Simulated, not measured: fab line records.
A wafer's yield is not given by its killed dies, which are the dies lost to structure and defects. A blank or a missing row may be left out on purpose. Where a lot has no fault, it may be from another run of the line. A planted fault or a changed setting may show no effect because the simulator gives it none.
Which tool did it?    flow nand_harc    Sampling: 13 lots, 39 wafers, 6 of 1302 route steps

WHAT EACH GAUGE READ, for each wafer
NHARC_A_ZERO_WELL_CD_MEAS_10: target cd 2000 nm.
lot   measured      on         cd_nm (nm)
L243  day 6 18:23   cd_sem-01  2000.5 1999.3 1998.8
L244  day 7 02:10   cd_sem-02  1997.5 1998.6 1998.1
L245  day 7 18:59   cd_sem-01  1997.4 1999.5 1998.8
L247  day 8 15:37   cd_sem-03  1999.0 1999.6 1999.1
L250  day 9 13:03   cd_sem-01  1995.7 2000.8 1998.3
L252  day 10 17:41  cd_sem-02  1995.7 1996.7 1998.4
L253  day 10 21:55  cd_sem-03  1998.9 1997.2 1998.9
L254  day 11 04:45  cd_sem-02  1997.1 2001.0 2002.1
L255  day 11 16:02  cd_sem-03  2001.0 1999.0 2003.3
L259  day 13 08:27  cd_sem-03  1998.0 1997.8 1995.1
L260  day 13 17:40  cd_sem-02  1998.4 2003.0 2002.3
L261  day 14 02:25  cd_sem-03  2001.7 2000.0 1998.0
L266  day 16 04:41  cd_sem-03  1997.8 1999.0 2001.9

NHARC_A_ZERO_WELL_INSPECT_17.
lot   measured      on                 raw_defect_count
L243  day 6 19:51   defect_inspect-02  11 17 11
L244  day 7 03:39   defect_inspect-02  10 14 7
L245  day 7 20:28   defect_inspect-01  13 9 15
L247  day 8 17:07   defect_inspect-02  4 12 3
L250  day 9 14:31   defect_inspect-02  2 15 10
L252  day 10 22:21  defect_inspect-01  21 14 12
L253  day 10 23:29  defect_inspect-01  10 7 5
L254  day 11 06:16  defect_inspect-01  20 16 8
L255  day 11 17:33  defect_inspect-02  16 2 15
L259  day 13 09:54  defect_inspect-01  8 19 4
L260  day 13 19:07  defect_inspect-02  9 16 9
L261  day 14 03:57  defect_inspect-01  5 20 14
L266  day 16 06:11  defect_inspect-02  12 9 6

NHARC_A_ONON_D1_THK_MEAS_08: measures by ellipsometry.
lot   measured      on             thk_nm (nm)
L243  day 7 17:59   film_metro-01  1017 1016 1017
L244  day 8 06:02   film_metro-01  1007 1009 1005
L245  day 8 19:35   film_metro-02  986 988 986
L247  day 9 14:46   film_metro-01  1002 1006 1001
L250  day 10 12:56  film_metro-02  997 997 997
L252  day 11 21:20  film_metro-02  1009 1010 1011
L253  day 11 21:20  film_metro-01  995 995 995
L254  day 12 03:40  film_metro-02  994 994 993
L255  day 12 15:10  film_metro-01  995 996 995
L259  day 14 08:04  film_metro-02  1534 1533 1535 1534 1535 1534
L260  day 14 17:04  film_metro-01  1000 1000 999
L261  day 15 01:49  film_metro-01  1527 1527 1527 1526 1529 1527
L266  day 17 07:25  film_metro-01  991 990 991

NHARC_END_SORT_01.
lot   measured      on         defect_limited_yield (%)  killed_at_array  killed_at_other  killed_at_periphery  killed_dies  killed_open  killed_short  sort_bin_2_pct (%)  sort_bin_3_pct (%)  sort_bin_4_pct (%)  sort_n_pass  sort_rim_yield_pct (%)  sort_yield_pct (%)
L252  day 29 05:36  prober-01  87 87 90                  81 81 64         2 1 1            3 4 5                86 86 70     3 7 5        2 1 2         4.6 4.7 3.0         0.4 0.7 1.5         7.7 7.2 5.9         591 591 607  87 84 86                87 87 90
L253  day 28 12:35  prober-01  94 94 94                  35 36 37         2 2 2            3 4 3                40 42 42     8 4 4        3 1 3         1.5 1.0 2.4         0.4 0.3 0.3         4.0 4.9 3.5         637 635 635  97 91 95                94 94 94
L254  day 28 12:41  prober-02  85 90 87                  96 63 77         0 0 0            6 4 10               102 67 87    4 2 1        2 3 3         4.4 3.8 5.0         1.0 1.0 0.7         9.6 5.0 7.1         575 610 590  89 86 93                85 90 87
L255  day 29 15:25  prober-02  97 95                     20 24            0 1              3 8                  23 33        3 2          0 3           1.2 1.3             0.1 0.4             2.1 3.1             654 644      98 93                   97 95

WHICH TOOL RAN EACH LOT (tool, then ch and the chambers of the sampled wafers, then the start)
lot   NHARC_P_BONDPAD_ACTIVATE_29         NHARC_A_ONON_D1_DEP_06
L243  rie_diel-11 ch 2,3, day 6 17:16     pecvd_onon-01 ch 0, day 7 17:38
L244  rie_diel-04 ch 0,3, day 7 00:49     pecvd_onon-01 ch 0, day 8 05:38
L245  rie_diel-11 ch 0,1,3, day 7 17:38   pecvd_onon-04 ch 0, day 8 19:05
L247  rie_diel-11 ch 0,2,3, day 8 14:30   pecvd_onon-01 ch 0, day 9 14:22
L250  rie_diel-12 ch 0,2,3, day 9 11:49   pecvd_onon-04 ch 0, day 10 12:26
L252  rie_diel-11 ch 0,1, day 10 16:27    pecvd_onon-01 ch 0, day 11 20:56
L253  rie_diel-11 ch 1,2, day 10 20:37    pecvd_onon-03 ch 0, day 11 20:52
L254  rie_diel-12 ch 0,1,2, day 11 03:32  pecvd_onon-04 ch 0, day 12 03:13
L255  rie_diel-11 ch 1,2,3, day 11 14:47  pecvd_onon-03 ch 0, day 12 14:39
L259  rie_diel-11 ch 0,1,3, day 13 07:20  pecvd_onon-03 ch 0, day 14 07:40
L260  rie_diel-11 ch 1,2,3, day 13 16:25  pecvd_onon-04 ch 0, day 14 16:33
L261  rie_diel-04 ch 0,2,3, day 14 01:19  pecvd_onon-03 ch 0, day 15 01:18
L266  rie_diel-12 ch 0,1,2, day 16 03:30  pecvd_onon-01 ch 0, day 17 06:58
- NHARC_P_BONDPAD_ACTIVATE_29: chemistry N2, time 60 s.
- NHARC_A_ONON_D1_DEP_06: target thk 1000 nm.

WHAT THE TOOLS THEMSELVES READ (means of the sampled wafers that have a number; where no wafer has one, the mark that the record gives instead)
NHARC_P_BONDPAD_ACTIVATE_29.
lot   tool         drypump_motor_current_A (A)  oes_product_au (a.u.)  rf_vpp_V (V)  showerhead_plenum_p_Torr (Torr)
L243  rie_diel-11  5.9                          1.006                  64.8          1.86
L244  rie_diel-04  5.7                          1.002                  64.2          1.78
L245  rie_diel-11  6.2                          1.001                  64.4          1.82
L247  rie_diel-11  6.2                          1.011                  64.1          1.84
L250  rie_diel-12  5.7                          1.006                  63.7          1.74
L252  rie_diel-11  6.5                          1.001                  64.7          1.84
L253  rie_diel-11  5.9                          1.002                  64.5          1.88
L254  rie_diel-12  5.5                          1.005                  65.0          1.78
L255  rie_diel-11  5.9                          1.008                  63.5          1.84
L259  rie_diel-11  6.2                          1.011                  64.4          1.82
L260  rie_diel-11  5.9                          1.007                  63.9          1.84
L261  rie_diel-04  5.6                          1.001                  64.2          1.74
L266  rie_diel-12  5.5                          1.000                  64.3          1.78

THE ANSWER, worked out from the rows above alone
Rule: what is usual is taken from the lots themselves. Put in order of their means at a reading, lots are off if they are a third of the lots or fewer, leave a main group of 4 or more, and stand apart from it by a gap of 3 or more times the standard deviation of the main group's means; of several such gaps the widest counts. The tables above print the reading to a certain number of digits; a main group whose means all agree to those digits is not used. A lot without any number at a reading at which 4 lots or more have one is off too. The other lots that the step has rows for count as sound. Order of review: gauges by route order, followed by the tools' own readings, for which a lot's mean as printed above is used. The first step at which some lot is off is used, and at that step the reading that is off furthest; a lot without a number counts as furthest.
Off at NHARC_A_ONON_D1_THK_MEAS_08 (thk_nm): L259, L261. The main group has a mean of 1000 nm with a standard deviation of 8.5.
A tool fits if, at a process step before that reading, it ran every lot that is off, and no sound lot after the first of them. The gauges at NHARC_A_ONON_D1_THK_MEAS_08 are tried like those tools. One fits: pecvd_onon-03 at NHARC_A_ONON_D1_DEP_06. A fault onset in the window from L255 (day 12 14:39, its last sound lot) to L259 (day 14 07:40, its first lot off) fits.

WHAT THE SIMULATOR HAD PUT IN
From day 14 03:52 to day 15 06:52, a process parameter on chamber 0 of pecvd_onon-03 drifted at NHARC_A_ONON_D1_DEP_06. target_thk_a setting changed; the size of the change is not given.
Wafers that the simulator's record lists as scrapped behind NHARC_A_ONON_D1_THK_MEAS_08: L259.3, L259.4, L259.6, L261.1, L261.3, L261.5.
Lots struck among those shown: L259, L261. The rule given above showed the same thing.
